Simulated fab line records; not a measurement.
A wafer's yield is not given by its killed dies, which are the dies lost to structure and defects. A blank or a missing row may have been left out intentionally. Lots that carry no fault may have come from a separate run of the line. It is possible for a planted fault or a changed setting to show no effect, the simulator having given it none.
fab line records	flow n5-finfet
record: lots: 7	wafers: 21	last-day: 19
route steps=1938 shown BEOL_M0_SAQP@698 BEOL_M0@715 BEOL_M4@1111 PASSIVATION@1936
lots that met no fault: taken from a fault-free run of the same line
start-h: start of the lot's first displayed wafer, in hours after the record's first day	wait-h: hours from the lot's prior step to this one	" unchanged from the row above	L1.1+2: several wafers, shown together as one row	- value missing, or start not given	* or withheld: withheld	< > ~ a bound
route shown NAME@n: a module of which the file shows steps, and the number in the route of the first	usual: mean/standard deviation of fault-free wafers	same: alike in all rows	chamber/n: place in a boat	sites: each site's reading	_std_site: standard deviation across them	_edge_site: mean of outer sites minus mean of inner sites	radius-mm: how far each site lies from the wafer's centre	mask NAME#n: copy n	behind: the most recent tool/chamber to have shaped the wafer	hold: reason for holding the lot/hours on hold/outcome of the hold	device: which transistor (n, p or np) failed to switch	end of line: tests run on the same wafers once the route is complete	step lacking rows: just its recipe	killed: dies lost to structure and defects at the first sort, not the wafer's yield	map: a wafer's dies, x killed, . not, _ none there
set.NAME: the setting that was run; set.NAME@STEP: the one run at that earlier step	model.NAME: the simulator's own value behind a step, which no gauge read
a sample of lots followed through the steps of the route, with each step as a table and each wafer as a row
services: a tool's chamber out of use, with start hour (start-h, from the record's first day; less than 0 if before it), hours out, and reason
== steps ==
step: N5_BEOL_M0_SAQP_ALD_48
recipe: material: SiO2	target-thk-a: 200	temp-c: 100	ald-precursor-family: BDEAS	ald-co-reactant: O2-plasma	pulse-time-s: 1	co-reactant-pulse-time-s: 1	purge-time-s: 2	co-reactant-purge-time-s: 2	ald-cycles: 139	pressure-torr: 2
usual: heater-power-w: 82/8.9	precursor-pulse-height-rel: 1.001/0.019
same: ald-cycles: 139
lot.wafer	tool	chamber	start-h	wait-h	heater-power-w	precursor-pulse-height-rel
L376.1	ald-sin-03	0	194.01	0.0	87	1.031
L376.5	"	1	"	"	78	1.011
L376.6	"	0	"	"	89	1.016
L378.1	ald-sin-01	2	201.74	0.0	76	1.013
L378.3	"	3	"	"	82	0.973
L378.6	"	0	"	"	108	1.013
L379.2	ald-sin-01	0	206.27	0.0	104	1.014
L379.3	"	3	"	"	82	1.008
L379.6	"	1	"	"	84	0.996
L380.3	ald-sin-04	3	212.11	0.0	82	1.014
L380.4	"	2	"	"	89	0.982
L380.5	"	3	"	"	83	0.958
L385.2	ald-sin-04	0	241.45	0.0	71	1.002
L385.5	"	2	"	"	89	0.997
L385.6	"	1	"	"	75	1.017
L386.2	ald-sin-04	0	251.02	0.3	70	0.993
L386.4	"	1	"	"	71	1.010
L386.5	"	2	"	"	91	0.977
L387.2	ald-sin-04	2	253.42	0.0	93	0.993
L387.3	"	1	"	"	74	1.003
L387.6	"	2	"	"	90	1.000
step: N5_BEOL_M0_ETCH_138
recipe: chemistry: CH3F/O2	target-depth-a: 120	target: SiCN	time-s: 31.6	ion-energy-ev: 120	pressure-mtorr: 30	source-w: 395	bias-w: 75	Ar_flow_sccm: 150	CH3F_flow_sccm: 30	O2_flow_sccm: 20	ends: cleared
usual: CH3F_flow_sccm: 30.00/0.091	O2_flow_sccm: 20.01/0.059	drypump-motor-current-A: 6.0/0.48	etch-rf-on-time-s: 29.3/0.81	oes-product-au: 0.67/0.082	rf-vpp-V: 296.7/1.6	showerhead-plenum-p-Torr: 1.97/0.064	throttle-valve-pct: 16.32/0.29
lot.wafer	tool	chamber	start-h	wait-h	CH3F_flow_sccm	O2_flow_sccm	drypump-motor-current-A	etch-rf-on-time-s	oes-product-au	rf-hours-counter-h	rf-vpp-V	showerhead-plenum-p-Torr	throttle-valve-pct
L376.1	rie-diel-04	2	195.20	0.0	29.97	20.00	5.6	28.5	0.62	189	295.9	1.91	16.55
L376.5	"	1	"	"	30.03	20.03	6.4	29.0	0.80	-	299.6	2.05	15.95
L376.6	"	0	"	"	30.19	20.06	6.0	30.4	0.64	-	296.3	2.01	16.69
L378.1	rie-diel-04	0	203.06	0.0	-	-	-	-	-	-	-	-	-
L378.3	"	2	"	"	-	-	-	-	-	-	-	-	-
L378.6	"	1	"	"	-	-	-	-	-	-	-	-	-
L379.2	rie-diel-04	0	207.46	0.0	-	-	-	-	-	-	-	-	-
L379.3	"	1	"	"	-	-	-	-	-	-	-	-	-
L379.6	"	2	"	"	-	-	-	-	-	-	-	-	-
L380.3	rie-diel-03	1	213.51	0.0	-	-	-	-	-	-	-	-	-
L380.4	"	2	"	"	-	-	-	-	-	-	-	-	-
L380.5	"	0	"	"	-	-	-	-	-	-	-	-	-
L385.2	rie-diel-04	0	242.81	0.0	29.89	19.99	6.0	29.0	0.62	160	295.9	2.00	16.75
L385.5	"	2	"	"	29.86	20.08	5.6	29.2	0.59	-	295.9	1.90	16.61
L385.6	"	1	"	"	30.03	19.87	6.4	28.6	0.75	-	298.4	2.05	15.99
L386.2	rie-diel-03	1	252.40	0.0	29.89	19.98	5.2	29.0	0.77	23	299.4	2.05	15.93
L386.4	"	2	"	"	30.09	19.99	5.3	30.7	0.64	-	298.2	1.92	16.08
L386.5	"	1	"	"	30.04	19.95	5.2	31.3	0.77	-	297.2	2.05	15.92
L387.2	rie-diel-03	2	254.84	0.0	29.97	19.95	5.3	28.6	0.64	155	296.0	1.92	16.09
L387.3	"	2	"	"	29.83	20.00	5.3	28.5	0.63	-	295.9	1.92	16.11
L387.6	"	2	"	"	29.90	19.96	5.3	29.9	0.63	-	295.7	1.92	16.10
step: N5_BEOL_M0_STRIP_104
recipe: chemistry: N2/H2	power-w: 450	temp-c: 40	pressure-mtorr: 20	rf-frequency-hz: 6e+07	overash-fraction: 0.3	bias-power-w: 7	h2-frac: 0.5	n2-flow-sccm: 200	h2-flow-sccm: 200
usual: drypump-motor-current-A: 5.9/0.49	n2-flow-sccm: 200.1/0.54	oes-product-au: 0.78/0.099	rf-vpp-V: 59.2/1.7	showerhead-plenum-p-Torr: 2.51/0.088	throttle-valve-pct: 23.7/0.41
lot.wafer	tool	chamber	start-h	wait-h	drypump-motor-current-A	n2-flow-sccm	oes-product-au	rf-hours-counter-h	rf-vpp-V	showerhead-plenum-p-Torr	throttle-valve-pct
L376.1	rie-diel-01	3	195.82	0.0	5.9	199.0	0.92	36	56.6	2.46	22.9
L376.5	"	3	"	"	5.9	199.1	0.92	-	59.2	2.46	22.9
L376.6	"	2	"	"	6.5	200.3	0.75	-	58.0	2.43	24.3
L378.1	rie-diel-03	1	205.42	0.0	5.3	199.4	0.98	1	58.1	2.61	23.3
L378.3	"	2	"	"	5.3	200.4	0.74	132	61.2	2.44	23.2
L378.6	"	3	"	"	6.5	200.2	0.70	-	60.1	2.62	24.0
L379.2	rie-diel-03	2	208.98	0.0	5.3	200.2	0.76	133	59.8	2.44	23.3
L379.3	"	1	"	"	5.2	199.1	0.98	2	55.5	2.61	23.3
L379.6	"	3	"	"	6.5	200.0	0.70	-	60.3	2.62	24.0
L380.3	rie-diel-04	0	215.74	0.0	6.0	200.6	0.73	145	58.7	2.54	24.1
L380.4	"	1	"	"	6.4	200.5	0.91	14	61.2	2.60	23.4
L380.5	"	0	"	"	6.0	200.0	0.73	-	60.3	2.54	24.2
L385.2	rie-diel-03	1	247.07	0.0	5.2	200.1	0.91	20	60.2	2.60	23.3
L385.5	"	1	"	"	5.2	200.7	0.90	-	59.1	2.60	23.3
L385.6	"	2	"	"	5.2	200.7	0.75	-	58.1	2.43	23.3
L386.2	rie-diel-04	3	259.54	0.0	5.2	200.6	0.95	3	57.9	2.70	23.0
L386.4	"	0	"	"	6.0	199.6	0.74	166	61.0	2.53	24.3
L386.5	"	0	"	"	6.0	199.5	0.72	-	59.9	2.53	24.2
L387.2	rie-diel-04	0	259.60	0.0	6.0	199.8	0.72	166	55.5	2.53	24.2
L387.3	"	1	"	"	6.4	199.9	0.88	36	58.8	2.60	23.5
L387.6	"	3	"	"	5.2	200.5	0.95	-	60.0	2.70	23.0
step: N5_BEOL_M0_ETCH_128
recipe: chemistry: CF4/N2	target-depth-a: 120	overetch-a: 51	target: SiCN	time-s: 21.4	ion-energy-ev: 150	pressure-mtorr: 40	source-w: 430	bias-w: 70	Ar_flow_sccm: 100	cf4-flow-sccm: 60	n2-flow-sccm: 60
usual: bias-w: 70.03/0.24	cf4-flow-sccm: 60.04/0.18	drypump-motor-current-A: 5.9/0.47	n2-flow-sccm: 60.04/0.19	oes-product-au: 0.53/0.057	rf-vpp-V: 381.7/2	showerhead-plenum-p-Torr: 2.18/0.074	throttle-valve-pct: 15.48/0.3
same: time-s: 21.4
lot.wafer	tool	chamber	start-h	wait-h	bias-w	cf4-flow-sccm	drypump-motor-current-A	n2-flow-sccm	oes-product-au	rf-hours-counter-h	rf-vpp-V	showerhead-plenum-p-Torr	throttle-valve-pct
L376.1	rie-diel-04	0	196.41	0.5	70.48	60.31	6.0	60.15	0.52	138	382.3	2.21	15.81
L376.5	"	1	"	"	69.97	60.02	6.4	59.80	0.64	-	383.5	2.25	15.00
L376.6	"	2	"	"	70.00	60.11	5.6	60.05	0.50	-	380.3	2.11	15.68
L378.1	rie-diel-04	0	205.58	0.1	70.08	59.86	6.0	59.95	0.29	141	384.0	2.21	15.81
L378.3	"	1	"	"	70.02	60.18	6.4	60.08	0.35	10	383.4	2.25	15.00
L378.6	"	0	"	"	70.37	60.16	6.0	60.21	0.28	-	380.9	2.21	15.79
L379.2	rie-diel-04	3	209.40	0.3	69.88	60.18	5.2	59.95	0.26	247	380.1	2.08	15.38
L379.3	"	2	"	"	70.00	59.89	5.6	60.05	0.27	194	378.9	2.11	15.69
L379.6	"	0	"	"	69.75	60.30	6.0	60.29	0.28	-	382.6	2.21	15.79
L380.3	rie-diel-04	3	216.65	0.8	70.31	59.76	5.2	60.07	0.27	250	380.2	2.08	15.40
L380.4	"	2	"	"	70.05	59.58	5.6	60.12	0.27	197	379.2	2.10	15.69
L380.5	"	2	"	"	70.18	59.93	5.6	59.80	0.27	-	380.1	2.10	15.70
L385.2	rie-diel-04	0	247.19	0.0	70.06	59.99	6.0	60.00	0.50	162	382.3	2.20	15.84
L385.5	"	0	"	"	70.44	59.83	6.0	60.19	0.50	-	383.0	2.20	15.86
L385.6	"	1	"	"	70.09	60.24	6.4	59.63	0.60	-	382.4	2.25	15.07
L386.2	rie-diel-04	1	260.28	0.7	70.44	60.06	6.4	59.60	0.59	36	382.7	2.24	15.07
L386.4	"	2	"	"	69.80	59.82	5.6	60.03	0.49	219	380.7	2.10	15.76
L386.5	"	0	"	"	70.30	59.74	6.0	59.92	0.52	-	382.3	2.20	15.87
L387.2	rie-diel-04	2	260.57	0.9	70.16	60.28	5.6	60.38	0.47	219	381.8	2.10	15.76
L387.3	"	0	"	"	70.49	59.79	6.0	60.23	0.49	167	382.6	2.20	15.86
L387.6	"	0	"	"	70.43	59.72	6.0	59.97	0.50	-	381.6	2.20	15.86
step: N5_BEOL_M0_OCD_MEAS_108
usual: trench-depth-nm: 32.3/0.69
lot.wafer	tool	chamber	start-h	wait-h	trench-depth-nm
L376.1	ocd-02	-	196.55	0.1	31.7
L376.5	"	-	"	"	33.1
L376.6	"	-	"	"	32.4
L378.1	ocd-02	-	205.73	0.1	0
L378.3	"	-	"	"	0.1
L378.6	"	-	"	"	0
L379.2	ocd-01	-	209.54	0.1	0.7
L379.3	"	-	"	"	0.7
L379.6	"	-	"	"	0
L380.3	ocd-02	-	216.80	0.1	0
L380.4	"	-	"	"	0
L380.5	"	-	"	"	0
L385.2	ocd-01	-	247.34	0.1	32.4
L385.5	"	-	"	"	32.6
L385.6	"	-	"	"	32.7
L386.2	ocd-01	-	260.43	0.1	33.4
L386.4	"	-	"	"	32.7
L386.5	"	-	"	"	32.7
L387.2	ocd-02	-	260.71	0.1	32.0
L387.3	"	-	"	"	31.3
L387.6	"	-	"	"	31.6
step: N5_BEOL_M0_ETCH_109
recipe: chemistry: CH3F/O2	target-depth-a: 80	overetch-a: 24	target: SiCN	time-s: 27.4	ion-energy-ev: 120	pressure-mtorr: 30	source-w: 395	bias-w: 75	Ar_flow_sccm: 150	CH3F_flow_sccm: 30	O2_flow_sccm: 20
usual: CH3F_flow_sccm: 29.99/0.094	O2_flow_sccm: 20.00/0.057	drypump-motor-current-A: 5.9/0.47	oes-product-au: 0.66/0.069	rf-vpp-V: 296.9/1.6	showerhead-plenum-p-Torr: 1.98/0.067	throttle-valve-pct: 16.33/0.29
same: time-s: 27.4
lot.wafer	tool	chamber	start-h	wait-h	CH3F_flow_sccm	O2_flow_sccm	drypump-motor-current-A	oes-product-au	rf-hours-counter-h	rf-vpp-V	showerhead-plenum-p-Torr	throttle-valve-pct
L376.1	rie-diel-01	1	196.71	0.1	30.05	19.95	5.8	0.75	32	297.2	1.94	16.26
L376.5	"	3	"	"	29.93	20.02	6.0	0.77	-	295.3	1.96	15.88
L376.6	"	1	"	"	30.11	19.96	5.8	0.76	-	296.9	1.94	16.28
L378.1	rie-diel-04	3	205.95	0.1	30.18	20.00	5.2	0.59	246	296.1	1.89	16.28
L378.3	"	0	"	"	29.89	20.04	6.0	0.64	141	298.9	2.01	16.71
L378.6	"	0	"	"	30.08	19.91	6.0	0.64	-	297.8	2.01	16.71
L379.2	rie-diel-03	1	209.65	0.0	29.93	20.07	5.2	0.82	2	298.2	2.05	15.91
L379.3	"	0	"	"	30.02	19.98	5.7	0.58	237	295.1	1.90	16.39
L379.6	"	3	"	"	30.00	19.93	6.5	0.62	-	298.6	2.05	16.33
L380.3	rie-diel-04	1	217.45	0.6	30.01	20.05	6.4	0.76	15	296.8	2.05	15.96
L380.4	"	1	"	"	30.07	20.04	6.4	0.76	-	299.2	2.05	15.96
L380.5	"	0	"	"	29.89	19.97	6.0	0.64	-	296.8	2.01	16.71
L385.2	rie-diel-04	2	247.65	0.2	30.06	20.04	5.6	0.59	214	296.0	1.90	16.62
L385.5	"	2	"	"	30.04	20.00	5.6	0.59	-	293.9	1.90	16.62
L385.6	"	1	"	"	30.07	20.10	6.4	0.76	-	299.7	2.04	15.99
L386.2	rie-diel-01	3	260.93	0.4	30.02	19.92	5.9	0.73	64	296.3	1.95	15.94
L386.4	"	0	"	"	29.97	19.95	6.4	0.60	221	299.0	2.07	16.67
L386.5	"	2	"	"	30.06	20.01	6.5	0.65	-	295.2	1.90	16.70
L387.2	rie-diel-04	2	261.25	0.4	29.88	19.90	5.6	0.60	220	295.9	1.90	16.61
L387.3	"	1	"	"	30.19	20.10	6.4	0.75	37	299.1	2.04	16.01
L387.6	"	0	"	"	29.99	19.88	6.0	0.63	-	296.5	2.00	16.77
step: N5_BEOL_M4_RC_MEAS_101
usual: DIBL_N: 35.8/1.7	DIBL_P: 35.3/2	IOFF_N: 0.150/0.026	IOFF_P: 0.194/0.029	ION_N: 667/11	ION_P: 456/7.1	SS_N: 71.4/0.65	SS_P: 73.1/0.64	VT_N: 251/3	VT_P: -252/3.2
lot.wafer	tool	chamber	start-h	wait-h	DIBL_N[mV/V]	DIBL_P[mV/V]	IOFF_N[nA/um]	IOFF_P[nA/um]	ION_N[uA/um]	ION_P[uA/um]	SS_N[mV/dec]	SS_P[mV/dec]	VT_N[mV]	VT_P[mV]
L376.1	prober-02	0	307.71	0.4	36.6	34.3	0.161	0.192	668	456	72.1	74.2	251	-252
L376.5	"	0	"	"	35.7	35.7	0.151	0.210	677	458	72.2	73.4	249	-251
L376.6	"	0	"	"	35.0	32.6	0.134	0.162	659	449	71.6	72.8	253	-255
L385.2	prober-01	0	344.32	0.2	34.3	34.8	0.117	0.170	668	463	70.9	73.4	255	-253
L385.5	"	0	"	"	36.6	37.6	0.153	0.217	666	458	71.9	73.2	253	-251
L385.6	"	0	"	"	34.5	35.9	0.129	0.184	674	463	71.3	73.1	252	-253
L386.2	prober-02	0	347.74	0.2	37.6	35.2	0.177	0.217	680	463	71.3	73.9	248	-248
L386.4	"	0	"	"	36.5	35.3	0.159	0.212	669	461	70.4	72.7	250	-250
L386.5	"	0	"	"	36.8	36.0	0.167	0.225	679	464	71.2	73.7	250	-252
L387.2	prober-02	0	349.58	0.2	36.4	37.8	0.167	0.192	676	457	71.4	73.8	247	-252
L387.3	"	0	"	"	32.1	30.6	0.103	0.114	649	443	70.6	71.6	255	-260
L387.6	"	0	"	"	38.1	38.0	0.195	0.186	674	452	72.7	73.5	247	-255
step: N5_PASSIVATION_PROBE_49
usual: defect-limited-yield: 91.5/1.4	killed_at_M0_to_M3: 34/11	killed_at_M4_up: 15/6	killed-at-contacts: 11/5.9	killed-at-front-end: 37/11	killed-at-other: 3.6/2.9	killed-dies: 101/17	killed-on-rim: 13/4	killed-open: 66/12	killed-short: 33/7.8	sort_bin_5_function: 5.0/0.97	sort_bin_6_memory: 3.2/0.65	sort_bin_8_speed: 0.02/0.2	sort-n-pass: 1079/17	sort-yield-pct: 91.4/1.4
same: gross-dies: 1180	killed-at-back-side: 0	sort_bin_4_leakage[%]: 0
lot.wafer	tool	chamber	start-h	wait-h	defect-limited-yield[%]	killed_at_M0_to_M3	killed_at_M4_up	killed-at-contacts	killed-at-front-end	killed-at-other	killed-dies	killed-on-rim	killed-open	killed-short	sort_bin_5_function[%]	sort_bin_6_memory[%]	sort_bin_8_speed[%]	sort-n-pass	sort-yield-pct[%]
L376.1	prober-01	-	414.83	0.0	93.2	23	11	12	28	6	80	12	54	23	3.5	3.1	0	1100	93.2
L376.5	prober-01	-	415.03	0.2	92.1	24	16	11	39	3	93	7	65	28	5.0	2.7	0	1087	92.1
L376.6	prober-01	-	415.08	0.3	91.4	39	20	12	25	6	102	9	76	26	4.8	3.3	0	1078	91.4
L380.3	prober-01	-	418.54	0.1	0	1125	22	16	11	6	1180	152	55	29	97.0	2.8	0	0	0
L380.4	prober-01	-	418.59	0.2	0	1103	10	15	42	10	1180	152	88	42	95.8	3.7	0	0	0
L380.5	prober-01	-	418.64	0.2	0	1113	18	12	33	4	1180	152	65	31	96.9	2.8	0	0	0
L379.2	prober-01	-	423.70	0.1	0	1117	4	18	36	5	1180	152	49	32	96.3	3.6	0	0	0
L379.3	prober-01	-	423.75	0.1	0	1108	16	12	39	5	1180	152	60	39	96.9	2.9	0	0	0
L379.6	prober-01	-	423.90	0.3	0	1125	11	6	36	2	1180	152	46	25	97.1	2.5	0	0	0
L378.1	prober-02	-	427.53	0.0	0	1096	13	12	47	12	1180	152	67	40	95.9	3.7	0	0	0
L378.3	prober-02	-	427.63	0.1	0	1114	9	5	42	10	1180	152	66	31	96.2	3.6	0	0	0
L378.6	prober-02	-	427.78	0.3	0	1108	7	16	43	6	1180	152	60	24	96.7	3.1	0	0	0
L385.2	prober-01	-	451.53	0.1	89.4	38	22	11	50	4	125	12	80	45	5.9	3.9	0	1055	89.4
L385.5	prober-01	-	451.68	0.2	91.3	41	6	21	30	5	103	14	73	29	6.2	2.5	0	1077	91.3
L385.6	prober-01	-	451.73	0.3	92.6	27	17	3	36	4	87	12	50	37	4.7	2.5	0	1093	92.6
L386.2	prober-02	-	462.00	0.1	90.2	41	14	20	36	5	116	13	77	35	5.9	3.7	0	1064	90.2
L386.4	prober-02	-	462.10	0.2	90.0	29	17	26	35	11	118	15	82	34	5.9	3.9	0	1062	90.0
L386.5	prober-02	-	462.15	0.2	93.1	22	13	13	31	3	82	8	57	24	4.4	2.4	0	1098	93.1
L387.2	prober-02	-	462.30	0.1	92.1	43	4	11	30	5	93	12	57	33	4.1	3.6	0	1087	92.1
L387.3	prober-02	-	462.35	0.1	88.8	55	9	14	48	6	132	22	89	43	7.3	3.6	0.08	1047	88.7
L387.6	prober-02	-	462.50	0.3	92.1	35	9	5	44	0	93	18	61	32	4.6	3.2	0	1087	92.1
killed by level:class
L376.1 MOL_CONTACT_COAG:geometric-particle:open=10 BEOL_M3:geometric-particle:open=7 DUMMY_GATE:geometric-particle:open=6 STI_FIN_REVEAL:geometric-particle:open=5 STARTING-WAFER:geometric-particle:short=5 BEOL_M0_SAQP:geometric-particle:short=4 BEOL_M2:geometric-particle:open=4 BEOL_M1:geometric-particle:open=3
L376.5 FIN_SAQP:geometric-particle:short=10 DUMMY_GATE:geometric-particle:open=9 STI_FIN_REVEAL:geometric-particle:open=8 MOL_CONTACT_COAG:geometric-particle:open=8 BEOL_M0_SAQP:geometric-particle:open=6 BEOL_M1:geometric-particle:open=4 BEOL_M2:geometric-particle:open=4 BEOL_M3:geometric-particle:open=4
L376.6 MOL_CONTACT_COAG:geometric-particle:open=11 BEOL_M3:geometric-particle:open=10 BEOL_M0_SAQP:geometric-particle:open=9 BEOL_M0_SAQP:geometric-particle:short=8 BEOL_M4:geometric-particle:open=8 BEOL_M2:geometric-particle:open=6 DUMMY_GATE:geometric-particle:open=5 STI_FIN_REVEAL:geometric-particle:open=4
L380.3 BEOL_M0:area-etch=1094 MOL_CONTACT_COAG:geometric-particle:open=12 BEOL_M4:geometric-particle:open=9 BEOL_M3:geometric-particle:open=6 BEOL_M2:geometric-particle:open=5 MOL_CONTACT_COAG:geometric-particle:short=4 BEOL_M0_SAQP:geometric-particle:short=4 BEOL_M2:geometric-particle:short=4
L380.4 BEOL_M0:area-etch=1046 MOL_CONTACT_COAG:geometric-particle:open=14 BEOL_M0_SAQP:geometric-particle:open=13 STI_FIN_REVEAL:geometric-particle:open=12 BEOL_M0_SAQP:geometric-particle:short=12 FIN_SAQP:geometric-particle:open=11 BEOL_M2:geometric-particle:open=7 BEOL_M3:geometric-particle:open=6
L380.5 BEOL_M0:area-etch=1083 DUMMY_GATE:geometric-particle:open=10 MOL_CONTACT_COAG:geometric-particle:open=9 BEOL_M4:geometric-particle:open=8 BEOL_M0_SAQP:geometric-particle:open=8 BEOL_M0_SAQP:geometric-particle:short=6 STI_FIN_REVEAL:geometric-particle:open=5 BEOL_M3:geometric-particle:open=5
L379.2 BEOL_M0:area-etch=1098 MOL_CONTACT_COAG:geometric-particle:open=13 FIN_SAQP:geometric-particle:short=12 STI_FIN_REVEAL:geometric-particle:open=8 BEOL_M0_SAQP:geometric-particle:open=8 MOL_CONTACT_COAG:geometric-particle:short=5 BEOL_M0_SAQP:geometric-particle:short=4 STARTING-WAFER:geometric-particle:open=4
L379.3 BEOL_M0:area-etch=1079 BEOL_M2:geometric-particle:open=10 STI_FIN_REVEAL:geometric-particle:open=8 MOL_CONTACT_COAG:geometric-particle:open=8 BEOL_M4:geometric-particle:open=8 FIN_SAQP:geometric-particle:short=6 STI_FIN_REVEAL:geometric-particle:short=4 BEOL_M0_SAQP:geometric-particle:short=4
L379.6 BEOL_M0:area-etch=1106 FIN_SAQP:geometric-particle:short=7 FIN_SAQP:geometric-particle:open=7 MOL_CONTACT_COAG:geometric-particle:open=6 BEOL_M0_SAQP:geometric-particle:open=5 BEOL_M4:geometric-particle:open=5 BEOL_M2:geometric-particle:open=4 STI_FIN_REVEAL:geometric-particle:open=3
L378.1 BEOL_M0:area-etch=1071 FIN_SAQP:geometric-particle:short=15 STI_FIN_REVEAL:geometric-particle:open=11 MOL_CONTACT_COAG:geometric-particle:open=11 BEOL_M1:geometric-particle:open=8 BEOL_M2:geometric-particle:open=8 FIN_SAQP:geometric-particle:open=7 MIM_TOP_ETCH:geometric-particle:short=6
L378.3 BEOL_M0:area-etch=1082 FIN_SAQP:geometric-particle:open=13 BEOL_M1:geometric-particle:open=10 BEOL_M2:geometric-particle:open=7 FIN_SAQP:geometric-particle:short=6 BEOL_M0_SAQP:geometric-particle:short=6 STI_FIN_REVEAL:geometric-particle:open=5 MIM_TOP_ETCH:geometric-particle:short=5
L378.6 BEOL_M0:area-etch=1096 FIN_SAQP:geometric-particle:open=13 MOL_CONTACT_COAG:geometric-particle:open=12 STI_FIN_REVEAL:geometric-particle:open=7 STARTING-WAFER:geometric-particle:short=5 STI_FIN_REVEAL:geometric-particle:short=4 MOL_CONTACT_COAG:geometric-particle:short=4 BEOL_M0_SAQP:geometric-particle:open=4
L385.2 BEOL_M4:geometric-particle:open=16 BEOL_M0_SAQP:geometric-particle:short=11 GATE_CUT:geometric-particle:short=9 MOL_CONTACT_COAG:geometric-particle:open=9 FIN_SAQP:geometric-particle:short=7 BEOL_M0_SAQP:geometric-particle:open=7 BEOL_M2:geometric-particle:open=7 FIN_SAQP:geometric-particle:open=6
L385.5 MOL_CONTACT_COAG:geometric-particle:open=18 BEOL_M2:geometric-particle:open=10 DUMMY_GATE:geometric-particle:open=9 BEOL_M0_SAQP:geometric-particle:short=7 BEOL_M1:geometric-particle:open=6 BEOL_M4:geometric-particle:open=6 GATE_CUT:geometric-particle:short=5 BEOL_M3:geometric-particle:open=5
L385.6 BEOL_M4:geometric-particle:open=9 BEOL_M2:geometric-particle:open=8 GATE_CUT:geometric-particle:open=7 GATE_CUT:geometric-particle:short=6 FIN_SAQP:geometric-particle:open=5 FIN_SAQP:geometric-particle:short=5 STARTING-WAFER:geometric-particle:short=5 BEOL_M4:geometric-particle:short=5
L386.2 MOL_CONTACT_COAG:geometric-particle:open=13 STI_FIN_REVEAL:geometric-particle:open=12 BEOL_M3:geometric-particle:open=10 FIN_SAQP:geometric-particle:open=8 BEOL_M0_SAQP:geometric-particle:open=8 BEOL_M0_SAQP:geometric-particle:short=7 FIN_SAQP:geometric-particle:short=6 MOL_CONTACT_COAG:geometric-particle:short=6
L386.4 MOL_CONTACT_COAG:geometric-particle:open=21 BEOL_M3:geometric-particle:open=16 BEOL_M4:geometric-particle:open=8 FIN_SAQP:geometric-particle:open=6 STI_FIN_REVEAL:geometric-particle:open=6 MOL_CONTACT_COAG:geometric-particle:short=5 BEOL_M0_SAQP:geometric-particle:short=5 MIM_BOT:geometric-particle:short=5
L386.5 MOL_CONTACT_COAG:geometric-particle:open=11 BEOL_M3:geometric-particle:open=9 STI_FIN_REVEAL:geometric-particle:open=7 BEOL_M4:geometric-particle:open=6 FIN_SAQP:geometric-particle:open=4 FIN_SAQP:geometric-particle:short=4 BEOL_M0_SAQP:geometric-particle:open=4 STARTING-WAFER:geometric-particle:open=4
L387.2 BEOL_M1:geometric-particle:open=16 BEOL_M0_SAQP:geometric-particle:short=10 MOL_CONTACT_COAG:geometric-particle:open=7 BEOL_M2:geometric-particle:open=6 FIN_SAQP:geometric-particle:short=5 FIN_SAQP:geometric-particle:open=4 STI_FIN_REVEAL:geometric-particle:open=4 GATE_CUT:geometric-particle:short=4
L387.3 BEOL_M0_SAQP:geometric-particle:open=16 STI_FIN_REVEAL:geometric-particle:open=11 BEOL_M3:geometric-particle:open=11 BEOL_M2:geometric-particle:open=11 MOL_CONTACT_COAG:geometric-particle:open=10 BEOL_M0_SAQP:geometric-particle:short=8 GATE_CUT:geometric-particle:short=6 FIN_SAQP:geometric-particle:open=5
L387.6 STI_FIN_REVEAL:geometric-particle:open=10 BEOL_M2:geometric-particle:open=9 BEOL_M0_SAQP:geometric-particle:open=8 BEOL_M3:geometric-particle:open=6 DUMMY_GATE:geometric-particle:short=4 DUMMY_GATE:geometric-particle:open=4 GATE_CUT:geometric-particle:open=4 BEOL_M0_SAQP:geometric-particle:short=4
== services ==
tool	chamber	start-h	hours	kind
ald-sin-03	-	176.99	14.0	pm
rie-diel-03	1	182.04	-	clean
rie-diel-03	1	182.04	-	consumable-replace:focus-ring
rie-diel-03	1	182.04	21.0	scheduled-down
rie-diel-03	1	182.04	21.0	vent-cycle
ald-sin-01	-	183.32	0.7	repair
rie-diel-01	2	196.01	16.2	repair
ald-sin-04	-	214.90	14.6	pm
rie-diel-04	3	217.41	-	clean
rie-diel-04	3	217.41	-	consumable-replace:focus-ring
rie-diel-04	3	217.41	-	consumable-replace:showerhead
rie-diel-04	3	217.41	30.8	scheduled-down
rie-diel-04	3	217.41	30.8	vent-cycle
ald-sin-01	-	226.50	0.6	repair
ald-sin-04	-	232.41	0.3	repair
rie-diel-01	0	236.26	2.0	repair
rie-diel-03	0	237.96	-	clean
rie-diel-03	0	237.96	-	consumable-replace:focus-ring
rie-diel-03	0	237.96	-	consumable-replace:showerhead
rie-diel-03	0	237.96	22.2	scheduled-down
rie-diel-03	0	237.96	22.2	vent-cycle
rie-diel-01	1	242.72	9.3	repair
ald-sin-04	1	244.68	5.6	repair
rie-diel-03	1	252.93	10.3	repair
== key ==
first-sign: step: N5_BEOL_M0_ETCH_138	reading: tool-record	direction: missing
effect: step: N5_BEOL_M0_ETCH_128	reading: oes-product-au	direction: down	sigmas: 4.3	usual: 0.53	struck: 0.28
effect: step: N5_BEOL_M0_OCD_MEAS_108	reading: trench-depth-nm	direction: down	sigmas: 47	usual: 32.3	struck: 0.2
effect: step: N5_PASSIVATION_PROBE_49	reading: killed_at_M0_to_M3	direction: up	sigmas: 99	usual: 34	struck: 1112
more-kills-born-at: N5_BEOL_M0_ETCH_138@rie-diel-04: 6532	N5_BEOL_M0_ETCH_138@rie-diel-03: 3223
met-at N5_BEOL_M0_ETCH_138
struck-lots L378,L379,L380
later-rows-left-out L378.1,L378.3,L378.6,L379.2,L379.3,L379.6,L380.3,L380.4,L380.5
not-acting-at N5_BEOL_M0_SAQP_ALD_48,N5_BEOL_M0_STRIP_104,N5_BEOL_M0_ETCH_109
onset-between 195.20 203.06
fault: kind: skipped-step-whole	tool: rie-diel-03,rie-diel-04	chamber: -	onset-h: 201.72	steps: N5_BEOL_M0_ETCH_138	scope: struck-lots-only
later-rows-left-out: the simulator's readings of these wafers behind a module that went badly wrong aren't trusted and aren't shown, but for the sort
